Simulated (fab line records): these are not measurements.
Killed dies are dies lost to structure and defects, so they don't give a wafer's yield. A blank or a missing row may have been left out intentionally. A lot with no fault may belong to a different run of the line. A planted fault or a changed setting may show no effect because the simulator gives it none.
Lot-split experiment | flow n5 finfet | 7 lots, 21 wafers read, on a route of 1938 steps

ON THE SPLIT
At N5_BEOL_M14_TRENCH_ETCH_34 (etches SiO2 in C4F8/O2/Ar, target depth 556.65 nm, time 126.9 s), the setting time s was moved away from the recipe's 126.9 s on 8 of the 21 wafers read, by -11.7% to +22.2%. All remaining wafers had this setting at the recipe value.

FROM THE SPLIT TO THE READING: what the file shows between them, 10 steps
- N5_BEOL_M14_STRIP_70: strips in C4F8/O2/Ar
- N5_BEOL_M14_OCD_MEAS_35
- N5_BEOL_M14_STRIP_37: strips in O2
- N5_BEOL_M14_ETCH_38: etches SiCN in CF4/N2, target depth 106.5 nm, time 120.6 s
- N5_BEOL_M14_ECD_47: material Cu, target thk 1248 nm
- N5_BEOL_M14_ANNEAL_48: time 90 s
- N5_BEOL_M14_CMP_49: polishes, stops on SiO2, t overpolish 5.2 s, target thk 560 nm
- N5_BEOL_M14_THK_MEAS_50: measures by xrf
- N5_BEOL_M14_PRE_CLEAN_52: time 15 s
- N5_BEOL_M14_DEP_53: deposits SiCN from 3MS/NH3, target thk 50 nm, time 17.8 s

THE READING
M14_RS in ohm/sq, measured at N5_BEOL_M14_RS_MEAS_54 by four-point-probe. Fault-free wafers of this fab line usually give 0.0332 ohm/sq, standard deviation 0.00053 ohm/sq.

wafer  | tool, chamber at the split | time s as run, s | against the recipe | M14_RS, ohm/sq | against lot-mates on the recipe
L083.1 | rie diel-04, 3             | 155.1            | +22.2%             | 0.0266         | -0.0066
L083.3 | rie diel-04, 1             | 126.9            | recipe             | 0.0332         | -
L083.6 | rie diel-04, 1             | 155.1            | +22.2%             | 0.0273         | -0.0059
L086.2 | rie diel-02, 0             | 126.9            | recipe             | 0.0342         | -
L086.4 | rie diel-02, 0             | 126.9            | recipe             | 0.0339         | -
L086.6 | rie diel-02, 1             | 126.9            | recipe             | 0.0335         | -
L085.1 | rie diel-04, 2             | 126.9            | recipe             | 0.0325         | -
L085.5 | rie diel-04, 2             | 112              | -11.7%             | 0.0368         | +0.0038
L085.6 | rie diel-04, 1             | 126.9            | recipe             | 0.0334         | -
L089.1 | rie diel-04, 1             | 126.9            | recipe             | 0.0336         | -
L089.3 | rie diel-04, 2             | 126.9            | recipe             | 0.0321         | -
L089.5 | rie diel-04, 1             | 126.9            | recipe             | 0.0331         | -
L093.1 | rie diel-02, 2             | 126.9            | recipe             | 0.0336         | -
L093.4 | rie diel-02, 0             | 126.9            | recipe             | 0.0335         | -
L093.6 | rie diel-02, 3             | 112.5            | -11.3%             | 0.0373         | +0.0038
L096.1 | rie diel-05, 3             | 136.8            | +7.8%              | 0.0303         | -0.0033
L096.3 | rie diel-05, 0             | 126.9            | recipe             | 0.0336         | -
L096.5 | rie diel-05, 0             | 136.8            | +7.8%              | 0.0308         | -0.0028
L079.1 | rie diel-05, 0             | 116.7            | -8.0%              | 0.0358         | +0.0034
L079.2 | rie diel-05, 1             | 116.7            | -8.0%              | 0.0358         | +0.0034
L079.3 | rie diel-05, 3             | 126.9            | recipe             | 0.0324         | -

FIT RESULTS
A straight line over all 21 wafers: M14_RS changes by -0.0003 ohm/sq for each +1% of time s; r = -0.98; the points scatter about the line by 0.00055 ohm/sq.
The same after taking each lot's own level away (the mean of its wafers on the recipe; 21 wafers): -0.000312 ohm/sq for each +1%; r = -0.98; scatter 0.00053 ohm/sq.
That fit puts the effect of the largest move of time s on the reading at 0.0069 ohm/sq.
Across the lots, their own levels run from 0.03240 to 0.03387 ohm/sq, a range of 2.8 times the standard deviation given above.
Hence the lot-to-lot level has little effect on the slope; both slopes agree.
Check: for one of the wafers moved furthest among these (+22.2%), held out of the fit, the line's prediction against its lot-mates is -0.00695 ohm/sq. It came out at -0.0066 ohm/sq against them.

OTHER SPLITS ON THESE WAFERS
Other splits were also applied to these wafers ahead of the reading. Each is held against what the fit with the lots' levels taken away leaves over:
other split on the same wafers | wafers away from the commonest value | r with M14_RS (lot level and that fit taken away)
N5_BEOL_M11_ALD_74 ald cycles  | 6                                    | +0.12
N5_BEOL_M13_COAT_04 spin rpm   | 6                                    | -0.25
N5_BEOL_M13_ETCH_59 time s     | 7                                    | -0.39

THE WHOLE CHAIN: every reading that the file lists as answering this split, in the file's order
step                       | what it does                                                    | reading                                                                       | change (the file's fit)               | r (the file's)
N5_BEOL_M14_TRENCH_ETCH_34 | etches SiO2 in C4F8/O2/Ar, target depth 556.65 nm, time 126.9 s | etch.depth nm (the simulator's own value, which no gauge read)                | +5.66 nm for each +1% of the setting  | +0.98
N5_BEOL_M14_OCD_MEAS_35    |                                                                 | trench depth nm                                                               | +5.66 nm for each +1% of the setting  | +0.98
N5_BEOL_M14_CMP_49         | polishes, stops on SiO2, t overpolish 5.2 s, target thk 560 nm  | Cu_of_BEOL_M14_ECD_47.thk nm (the simulator's own value, which no gauge read) | +5.69 nm for each +1% of the setting  | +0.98
N5_BEOL_M14_THK_MEAS_50    | measures by xrf                                                 | M14_THK                                                                       | +5.97 for each +1% of the setting     | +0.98
N5_BEOL_M14_RS_MEAS_54     | measures by four-point-probe                                    | M14_RS                                                                        | -0.000316 for each +1% of the setting | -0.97

THE FILE'S OWN FIT
M14_RS changes by -0.000316 ohm/sq for each +1% of time s, r = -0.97.
